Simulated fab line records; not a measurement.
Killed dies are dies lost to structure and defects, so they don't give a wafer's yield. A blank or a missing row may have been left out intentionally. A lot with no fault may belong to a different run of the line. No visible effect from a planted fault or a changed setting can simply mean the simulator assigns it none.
fab line records	flow nand_harc	part 2 of 2: steps 4 to 6 of 6
record: lots: 24	wafers: 72	last_day: 33
route steps=1302 shown P_M1@299 P_M2@331
lots with no fault: from the same line, run without faults
start_h: hours from the record's first day to the start of the lot's first wafer shown	wait_h: hours from the lot's prior step to this one	" as in the row above	L1.1+2: one row covering several wafers at once	- no value present, or no start provided	* or withheld: withheld	< > ~ a bound
route shown NAME@n: a module of which the file shows steps, and the number in the route of the first	usual: average and standard deviation across the fault-free wafers	same: alike in all rows	chamber/n: place in a boat	sites: each site's reading	_std_site: how widely they spread, as a standard deviation	_edge_site: outer sites' mean less inner sites'	radius_mm: how far each site lies from the wafer's centre	mask NAME#n: copy n	behind: the tool/chamber that last shaped the wafer	hold: cause of the lot's hold/its duration in hours/its outcome	device: names the non-switching transistor (n, p or np)	end of line: at the end of the route, the tests of the same wafers	for a step that has no rows: nothing shown but its recipe	killed: at the first sort, the dies lost to defects and structure; wafer yield is something else	map: a wafer's dies, x killed, . not, _ none there
set.NAME: the run value of the setting; set.NAME@STEP: its run value at that earlier step	model.NAME: the simulator's own value behind a step, which no gauge read
route steps across a sampled set of lots; one table per step, one row per wafer
services: the hour from which a tool's chamber was out of use, counted from the record's first day as start_h (under 0 if before that day), plus the number of hours and why
== steps ==
step: NHARC_P_M2_ETCH_35
recipe: target_depth_a: 400	overetch_a: 120	time_s: 43.94	ion_energy_ev: 200	n2_flow_sccm: 150	h2_flow_sccm: 150	ar_flow_sccm: 0	rf_w: 400	bias_w: 150	chemistry: N2/H2
usual: drypump_motor_current_A: 5.8/0.38	oes_product_au: 0.998/0.012	rf_vpp_V: 429.5/2.6	showerhead_plenum_p_Torr: 2.00/0.09	throttle_valve_pct: 14.171/0.0096
lot.wafer	tool	chamber	start_h	wait_h	drypump_motor_current_A	oes_product_au	rf_hours_counter_h	rf_vpp_V	showerhead_plenum_p_Torr	throttle_valve_pct
L074.1	rie_diel-09	1	139.99	0.1	6.4	1.018	9.6	432.8	2.11	14.175
L074.4	"	2	"	"	5.8	1.019	8.9	426.8	1.94	14.167
L074.6	"	0	"	"	5.9	0.987	-	425.7	1.94	14.167
L075.1	rie_diel-09	0	141.53	0.1	5.9	0.976	9.0	428.2	1.94	14.171
L075.2	"	1	"	"	6.3	1.015	9.8	432.8	2.11	14.188
L075.5	"	1	"	"	6.3	1.011	-	431.4	2.11	14.170
L076.2	rie_diel-09	2	159.58	0.1	5.8	0.997	1.0	429.5	1.94	14.182
L076.1	"	0	"	"	5.9	1.000	0.5	427.2	1.94	14.156
L076.3	"	1	"	"	6.4	1.003	1.0	431.6	2.11	14.176
L078.2	rie_diel-09	3	172.61	0.1	6.2	1.020	2.0	426.3	1.89	14.180
L078.6	"	0	"	"	5.9	1.004	-	427.7	1.93	14.184
L078.5	"	1	"	"	6.3	1.012	-	433.0	2.11	14.171
L077.1	rie_diel-09	3	173.26	0.1	6.2	1.007	2.1	426.0	1.90	14.178
L077.2	"	1	"	"	6.4	1.004	2.2	431.5	2.11	14.146
L077.5	"	2	"	"	5.8	0.989	-	428.5	1.94	14.163
L079.1	rie_diel-09	3	185.55	0.1	6.1	1.019	2.3	426.8	1.89	14.174
L079.6	"	3	"	"	6.1	1.023	-	426.0	1.89	14.168
L079.5	"	0	"	"	5.9	1.000	-	426.4	1.93	14.165
L081.2	rie_diel-12	1	198.58	0.1	5.6	0.978	5.2	432.9	2.12	14.195
L081.3	"	2	"	"	5.5	1.012	5.4	427.7	2.00	14.174
L081.6	"	1	"	"	5.6	0.985	-	432.7	2.12	14.181
L080.3	rie_diel-12	0	200.93	0.1	5.7	0.994	3.4	426.1	1.90	14.184
L080.4	"	1	"	"	5.6	0.991	5.2	432.8	2.12	14.164
L080.6	"	2	"	"	5.5	1.014	-	430.7	2.00	14.166
L082.2	rie_diel-13	2	214.26	0.1	6.3	1.009	1.9	434.0	2.15	14.149
L082.1	"	3	"	"	5.6	0.991	1.9	427.0	1.97	14.170
L082.6	"	3	"	"	5.6	0.989	-	429.8	1.97	14.175
L083.1	rie_diel-13	3	221.18	0.1	5.6	0.986	2.3	429.0	1.97	14.175
L083.2	"	1	"	"	5.4	1.006	1.4	431.2	2.10	14.170
L083.6	"	3	"	"	5.6	0.987	-	428.6	1.97	14.172
L084.3	rie_diel-09	2	238.99	0.1	5.8	0.998	6.2	427.9	1.94	14.150
L084.4	"	3	"	"	6.2	1.022	6.0	426.5	1.89	14.155
L084.5	"	3	"	"	6.2	1.023	-	428.0	1.89	14.170
L085.4	rie_diel-12	3	245.37	0.1	5.9	0.985	6.3	429.8	1.96	14.150
L085.2	"	2	"	"	5.5	1.008	7.5	429.3	2.00	14.166
L085.6	"	3	"	"	5.9	0.996	-	428.4	1.96	14.165
L086.3	rie_diel-09	2	246.00	0.1	5.8	1.010	6.3	427.6	1.94	14.159
L086.4	"	3	"	"	6.2	1.010	6.1	427.2	1.89	14.173
L086.6	"	2	"	"	5.8	0.997	-	427.2	1.94	14.158
L087.3	rie_diel-13	1	272.25	0.1	5.4	0.990	4.7	430.3	2.10	14.180
L087.4	"	2	"	"	6.3	1.013	6.0	432.6	2.15	14.168
L087.1	"	3	"	"	5.6	0.991	5.1	428.7	1.97	14.172
L088.1	rie_diel-13	1	273.34	0.1	5.4	0.987	4.8	432.8	2.10	14.178
L088.4	"	2	"	"	6.3	1.006	6.0	432.0	2.15	14.176
L088.3	"	3	"	"	5.6	0.982	5.2	429.3	1.97	14.182
L089.1	rie_diel-12	2	277.77	0.1	5.5	0.982	0.0	428.9	2.00	14.165
L089.3	"	0	"	"	5.7	1.008	0.0	425.7	1.90	14.151
L089.4	"	1	"	"	5.6	0.989	0.0	434.3	2.12	14.172
L090.3	rie_diel-12	3	292.96	0.1	5.9	0.981	0.7	429.2	1.96	14.186
L090.1	"	1	"	"	5.6	0.987	0.5	433.1	2.12	14.175
L090.4	"	3	"	"	5.9	0.985	-	429.2	1.96	14.169
L091.3	rie_diel-12	3	303.08	0.1	5.9	0.983	1.2	428.6	1.96	14.173
L091.5	"	0	"	"	5.7	1.000	-	427.2	1.90	14.159
L091.6	"	1	"	"	5.6	0.974	-	432.1	2.12	14.178
L092.2	rie_diel-12	0	324.06	0.1	5.7	1.005	1.8	425.3	1.90	14.169
L092.1	"	3	"	"	5.9	0.985	2.0	427.2	1.96	14.167
L092.5	"	0	"	"	5.7	1.008	-	425.3	1.90	14.187
L093.1	rie_diel-13	2	328.25	0.1	6.3	0.999	9.9	434.0	2.15	14.163
L093.4	"	0	"	"	4.7	1.003	6.9	432.0	2.08	14.164
L093.6	"	2	"	"	6.3	0.999	-	432.8	2.15	14.186
L094.1	rie_diel-12	2	331.82	0.1	5.5	0.996	0.7	429.2	2.00	14.175
L094.2	"	3	"	"	5.9	0.987	2.5	429.8	1.96	14.172
L094.5	"	0	"	"	5.7	1.020	-	426.9	1.90	14.180
L095.1	rie_diel-12	0	347.11	0.1	5.7	1.019	2.5	426.1	1.90	14.167
L095.4	"	1	"	"	5.6	0.990	2.5	430.7	2.12	14.179
L095.5	"	2	"	"	5.5	0.992	-	430.1	2.00	14.169
L096.2	rie_diel-13	1	351.53	0.1	5.4	0.994	0.0	431.2	2.09	14.162
L096.4	"	2	"	"	6.3	0.993	0.0	432.1	2.15	14.180
L096.3	"	3	"	"	5.6	0.989	0.0	427.9	1.97	14.174
L097.1	rie_diel-09	3	355.83	0.1	6.2	1.001	2.6	425.4	1.89	14.154
L097.3	"	1	"	"	6.3	0.991	2.9	432.0	2.10	14.173
L097.6	"	2	"	"	5.8	1.009	-	428.6	1.93	14.161
step: NHARC_P_M2_ETCH_15
recipe: target_depth_a: 1825	time_s: 91.2	c4f8_flow_sccm: withheld	ar_flow_sccm: 400	rf_w: 600	bias_w: 300	chemistry: C4F8/Ar
usual: oes_product_au: 0.937/0.02	rf_vpp_V: 439.9/2.5
lot.wafer	tool	chamber	start_h	wait_h	oes_product_au	rf_hours_counter_h	rf_vpp_V
L074.1	rie_diel-09	3	-	-	0.934	8.2	436.3
L074.4	"	1	"	"	0.937	9.7	443.7
L074.6	"	2	"	"	0.942	-	437.6
L075.2	rie_diel-09	0	-	-	0.913	9.0	438.0
L075.1	"	2	"	"	0.945	9.0	439.3
L075.5	"	1	"	"	0.938	-	442.9
L076.3	rie_diel-09	0	-	-	0.955	0.5	437.7
L076.2	"	1	"	"	0.978	1.0	444.1
L076.1	"	2	"	"	0.978	1.0	438.2
L078.2	rie_diel-09	1	-	-	0.929	2.2	445.0
L078.6	"	2	"	"	0.922	-	437.0
L078.5	"	3	"	"	0.950	-	437.1
L077.2	rie_diel-09	2	-	-	0.916	2.3	438.1
L077.1	"	0	"	"	0.939	2.0	438.8
L077.5	"	1	"	"	0.923	-	441.2
L079.1	rie_diel-09	2	-	-	0.928	2.5	437.3
L079.5	"	2	"	"	0.919	-	438.6
L079.6	"	3	"	"	0.943	-	435.6
L081.2	rie_diel-12	3	-	-	0.910	4.8	437.4
L081.3	"	1	"	"	0.904	5.2	443.2
L081.6	"	2	"	"	0.938	-	439.1
L080.4	rie_diel-12	2	-	-	0.965	5.5	438.8
L080.3	"	0	"	"	0.952	3.4	436.2
L080.6	"	2	"	"	0.975	-	439.8
L082.1	rie_diel-13	2	214.39	0.1	0.925	1.9	442.8
L082.2	"	3	"	"	0.922	1.9	438.2
L082.6	"	2	"	"	0.932	-	444.8
L083.1	rie_diel-13	0	-	-	0.960	1.5	442.7
L083.2	"	2	"	"	0.925	2.4	442.6
L083.6	"	3	"	"	0.919	-	439.3
L084.3	rie_diel-09	0	-	-	0.925	5.9	438.9
L084.4	"	1	"	"	0.925	6.0	441.7
L084.5	"	1	"	"	0.919	-	443.5
L085.4	rie_diel-12	1	-	-	0.914	7.3	443.0
L085.2	"	2	"	"	0.934	7.5	441.1
L085.6	"	3	"	"	0.917	-	439.0
L086.4	rie_diel-09	1	-	-	0.921	6.2	444.2
L086.3	"	3	"	"	0.941	6.2	437.9
L086.6	"	1	"	"	0.918	-	442.1
L087.4	rie_diel-13	2	-	-	0.924	6.0	444.0
L087.1	"	3	"	"	0.909	5.1	438.0
L087.3	"	0	"	"	0.926	3.9	442.2
L088.3	rie_diel-13	0	-	-	0.924	4.0	441.6
L088.1	"	1	"	"	0.914	4.8	442.0
L088.4	"	2	"	"	0.933	6.0	444.1
L089.4	rie_diel-12	3	-	-	0.946	0.0	438.5
L089.1	"	0	"	"	0.984	0.0	436.8
L089.3	"	1	"	"	0.967	0.0	444.0
L090.3	rie_diel-12	1	-	-	0.950	0.5	444.2
L090.1	"	0	"	"	0.966	0.5	436.0
L090.4	"	0	"	"	0.963	-	437.0
L091.3	rie_diel-12	1	-	-	0.921	1.0	442.3
L091.5	"	1	"	"	0.908	-	441.9
L091.6	"	3	"	"	0.914	-	438.5
L092.2	rie_diel-12	3	-	-	0.951	2.0	439.7
L092.1	"	0	"	"	0.968	1.8	436.5
L092.5	"	3	"	"	0.948	-	438.9
L093.1	rie_diel-13	1	-	-	0.929	8.8	441.5
L093.4	"	2	"	"	0.928	10.0	443.1
L093.6	"	3	"	"	0.913	-	438.8
L094.1	rie_diel-12	2	-	-	0.924	0.7	439.7
L094.2	"	3	"	"	0.938	2.5	439.5
L094.5	"	1	"	"	0.956	-	443.8
L095.4	rie_diel-12	3	-	-	0.965	2.8	437.8
L095.1	"	0	"	"	0.991	2.5	437.0
L095.5	"	2	"	"	0.951	-	439.2
L096.3	rie_diel-13	3	-	-	0.978	0.0	439.6
L096.4	"	0	"	"	0.972	0.0	441.3
L096.2	"	1	"	"	0.965	0.0	442.6
L097.3	rie_diel-09	3	-	-	0.945	2.7	436.2
L097.1	"	0	"	"	0.938	2.8	438.1
L097.6	"	3	"	"	0.949	-	438.0
step: NHARC_P_M2_PVD_21
recipe: target_thk_a: 300	chamber_pressure_pa: 5	power_w: 5000	substrate_temp_c: 30	time_s: 20.49	material: Cu
usual: throttle_valve_pct: 29.5/0.92
lot.wafer	tool	chamber	start_h	wait_h	throttle_valve_pct
L074.4	pvd_sputter-01	-	-	-	28.0
L074.1	"	-	"	"	29.5
L074.6	"	-	"	"	28.1
L075.1	pvd_sputter-02	-	-	-	28.5
L075.2	"	-	"	"	30.4
L075.5	"	-	"	"	28.1
L076.3	pvd_sputter-01	-	-	-	29.4
L076.2	"	-	"	"	29.6
L076.1	"	-	"	"	29.2
L078.2	pvd_sputter-01	-	-	-	29.3
L078.5	"	-	"	"	29.3
L078.6	"	-	"	"	29.8
L077.2	pvd_sputter-02	-	-	-	28.9
L077.1	"	-	"	"	31.5
L077.5	"	-	"	"	28.8
L079.1	pvd_sputter-03	-	-	-	29.6
L079.5	"	-	"	"	29.9
L079.6	"	-	"	"	29.3
L081.3	pvd_sputter-02	-	-	-	28.4
L081.2	"	-	"	"	31.5
L081.6	"	-	"	"	29.1
L080.4	pvd_sputter-03	-	-	-	29.8
L080.3	"	-	"	"	29.4
L080.6	"	-	"	"	29.9
L082.1	pvd_sputter-03	-	-	-	29.5
L082.2	"	-	"	"	29.3
L082.6	"	-	"	"	29.5
L083.2	pvd_sputter-03	-	-	-	29.2
L083.1	"	-	"	"	29.4
L083.6	"	-	"	"	29.8
L084.4	pvd_sputter-03	-	-	-	29.9
L084.3	"	-	"	"	29.6
L084.5	"	-	"	"	29.8
L085.4	pvd_sputter-01	-	-	-	29.1
L085.2	"	-	"	"	29.6
L085.6	"	-	"	"	28.7
L086.3	pvd_sputter-03	-	-	-	29.8
L086.4	"	-	"	"	29.5
L086.6	"	-	"	"	29.9
L087.3	pvd_sputter-03	-	-	-	29.4
L087.1	"	-	"	"	29.9
L087.4	"	-	"	"	29.4
L088.4	pvd_sputter-03	-	-	-	30.2
L088.3	"	-	"	"	29.8
L088.1	"	-	"	"	29.1
L089.1	pvd_sputter-01	-	-	-	29.3
L089.4	"	-	"	"	29.4
L089.3	"	-	"	"	29.3
L090.3	pvd_sputter-02	-	-	-	27.9
L090.1	"	-	"	"	31.5
L090.4	"	-	"	"	30.3
L091.3	pvd_sputter-01	-	-	-	29.5
L091.6	"	-	"	"	29.0
L091.5	"	-	"	"	29.1
L092.1	pvd_sputter-02	-	-	-	27.5
L092.2	"	-	"	"	30.0
L092.5	"	-	"	"	29.1
L093.4	pvd_sputter-02	-	-	-	30.4
L093.1	"	-	"	"	29.0
L093.6	"	-	"	"	30.3
L094.1	pvd_sputter-02	-	-	-	27.9
L094.2	"	-	"	"	29.2
L094.5	"	-	"	"	31.6
L095.4	pvd_sputter-02	-	-	-	29.3
L095.1	"	-	"	"	27.6
L095.5	"	-	"	"	30.2
L096.2	pvd_sputter-01	-	-	-	29.2
L096.3	"	-	"	"	29.0
L096.4	"	-	"	"	29.0
L097.3	pvd_sputter-02	-	-	-	30.3
L097.1	"	-	"	"	29.0
L097.6	"	-	"	"	30.3
== services ==
tool	chamber	start_h	hours	kind
pvd_sputter-03	-	112.36	5.6	repair
rie_diel-10	0	123.50	-	clean
rie_diel-10	1	123.50	-	clean
rie_diel-10	2	127.95	7.4	repair
rie_diel-09	-	143.10	9.0	pm
pvd_sputter-02	-	157.18	0.9	repair
rie_diel-13	-	165.00	9.0	pm
pvd_sputter-03	-	170.08	10.0	pm
rie_diel-13	0	198.11	16.3	repair
rie_diel-13	1	204.12	13.5	repair
pvd_sputter-01	-	212.40	9.8	repair
pvd_sputter-01	-	226.00	10.0	pm
pvd_sputter-02	-	239.30	0.6	repair
rie_diel-10	-	242.50	9.0	pm
rie_diel-12	-	261.00	0.5	repair
rie_diel-03	-	281.42	9.0	pm
pvd_sputter-02	-	282.00	10.0	pm
rie_diel-12	2	289.92	39.2	repair
pvd_sputter-03	-	297.75	0.8	repair
rie_diel-10	2	299.56	14.1	repair
rie_diel-09	-	320.10	9.0	pm
rie_diel-09	-	334.83	0.2	repair
rie_diel-13	-	342.00	9.0	pm
pvd_sputter-03	-	348.08	10.0	pm
